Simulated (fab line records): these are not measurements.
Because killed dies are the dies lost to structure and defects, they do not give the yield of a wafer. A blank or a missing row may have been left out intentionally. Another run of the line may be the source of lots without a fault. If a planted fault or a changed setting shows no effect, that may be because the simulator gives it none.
Chamber matching    flow nand harc    NHARC_A_DECK1_JOINT_CMP_02 on cmp-03: 4 sister chambers
The step polishes SiOx. 4 wafers are shown with their chamber, then 8 later ones without.

## WAFERS, EACH WITH ITS CHAMBER
wafer   chamber  motor current A (A)
L768.4  0        11.5
L768.6  2        13.0
L769.1  1        11.2
L774.3  3        11.0

## WAFERS WITHOUT THEIR CHAMBER
wafer   motor current A (A)
L774.4  10.4
L774.6  11.5
L775.1  12.5
L775.2  11.0
L775.4  11.1
L776.2  12.5
L776.3  10.7
L776.6  10.1

## WHICH CHAMBER EACH ONE RAN IN
wafer   from the rows above           in truth
L774.4  can't be placed: 3 or 1 or 0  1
L774.6  can't be placed: 0 or 1 or 3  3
L775.1  can't be placed: 2 or 0 or 1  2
L775.2  can't be placed: 3 or 1 or 0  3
L775.4  can't be placed: 1 or 3 or 0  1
L776.2  can't be placed: 2 or 0 or 1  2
L776.3  can't be placed: 3 or 1 or 0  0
L776.6  can't be placed: 3 or 1 or 0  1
Correct placement for 0 of the 8. Not placeable from these rows: 8 (in 8, the candidates include the true chamber). Placed wrongly: 0.
How it was worked out, from the rows above alone: a wafer's distance from a chamber is the root of the sum, over the readings, of the square of ((its reading less the chamber's mean) divided by the reading's scatter). If the next closest chamber is less than 2 further off than the closest, the wafer can't be placed; otherwise it belongs to the closest. For every chamber, the mean is computed from those of its wafers that are shown. The scatter: with one shown wafer a chamber, the root of the mean of the squares of how far each hidden wafer lies from its nearest shown one.
